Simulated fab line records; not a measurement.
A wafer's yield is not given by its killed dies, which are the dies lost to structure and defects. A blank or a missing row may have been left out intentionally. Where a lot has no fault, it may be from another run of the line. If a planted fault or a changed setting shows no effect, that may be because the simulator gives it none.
Matching of chambers | flow n5Finfet | N5_BEOL_M7_ETCH_62 on rieDiel-01 has 4 sister chambers
The step etches SOC in N2/H2, target depth 110 nm, overetch 22 nm, time 165 s. 20 wafers are shown with their chamber, then 10 later ones without.

EACH WAFER AND ITS CHAMBER
wafer  | chamber | drypumpMotorCurrentA (A) | showerheadPlenumPTorr (Torr) | throttleValvePct (%)
L078.1 | 0       | 5.7                      | 2.65                         | 18.10
L078.3 | 2       | 5.0                      | 2.47                         | 17.67
L078.5 | 0       | 5.8                      | 2.65                         | 18.11
L080.1 | 3       | 4.7                      | 2.46                         | 17.65
L080.4 | 2       | 5.0                      | 2.47                         | 17.65
L080.6 | 2       | 4.9                      | 2.47                         | 17.66
L079.2 | 1       | 5.8                      | 2.44                         | 17.57
L079.4 | 3       | 4.7                      | 2.46                         | 17.64
L079.5 | 0       | 5.8                      | 2.65                         | 18.12
L081.3 | 3       | 4.7                      | 2.46                         | 17.64
L081.4 | 1       | 5.8                      | 2.44                         | 17.56
L081.5 | 2       | 5.0                      | 2.47                         | 17.67
L085.2 | 1       | 5.8                      | 2.43                         | 17.58
L085.4 | 0       | 5.7                      | 2.64                         | 18.13
L085.5 | 3       | 4.7                      | 2.46                         | 17.65
L088.1 | 1       | 5.8                      | 2.43                         | 17.62
L088.4 | 2       | 4.9                      | 2.46                         | 17.67
L088.5 | 2       | 5.0                      | 2.46                         | 17.69
L090.3 | 3       | 4.7                      | 2.45                         | 17.67
L090.4 | 1       | 5.8                      | 2.43                         | 17.60

SIGNATURES, as means of the wafers listed above
reading               | chamber 0 | chamber 1 | chamber 2 | chamber 3 | scatter within a chamber
drypumpMotorCurrentA  | 5.750     | 5.800     | 4.967     | 4.700     | 0.0382
showerheadPlenumPTorr | 2.6475    | 2.4340    | 2.4667    | 2.4580    | 0.00505
throttleValvePct      | 18.1150   | 17.5860   | 17.6683   | 17.6500   | 0.0164
Rule: for each reading, subtract the chamber's mean from the wafer's reading, divide by that reading's scatter and square the result; add these up over the readings and take the root, which gives the wafer's distance from the chamber. The wafer belongs to the nearest chamber; if the next one is less than 2 further off, it can't be placed. The scatter is the square root of a quotient: the sum, over the shown wafers, of each reading's squared deviation from its chamber's mean, divided by wafers minus chambers.

WAFERS WHOSE CHAMBER IS MISSING
wafer  | drypumpMotorCurrentA (A) | showerheadPlenumPTorr (Torr) | throttleValvePct (%)
L090.6 | 4.9                      | 2.46                         | 17.71
L092.1 | 4.7                      | 2.45                         | 17.69
L092.2 | 5.7                      | 2.63                         | 18.16
L092.3 | 5.8                      | 2.42                         | 17.63
L093.3 | 5.0                      | 2.46                         | 17.69
L093.4 | 5.7                      | 2.63                         | 18.18
L093.6 | 5.7                      | 2.42                         | 17.65
L094.1 | 5.8                      | 2.42                         | 17.64
L094.4 | 4.7                      | 2.45                         | 17.69
L094.6 | 4.9                      | 2.46                         | 17.72

EACH ONE'S CHAMBER
wafer  | from the rows above | in truth
L090.6 | 2                   | 2
L092.1 | 3                   | 3
L092.2 | 0                   | 0
L092.3 | 1                   | 1
L093.3 | 2                   | 2
L093.4 | 0                   | 0
L093.6 | 1                   | 1
L094.1 | 1                   | 1
L094.4 | 3                   | 3
L094.6 | 2                   | 2
Placed correctly: 10 of 10. Not placeable from these rows: 0. Placed wrongly: 0.
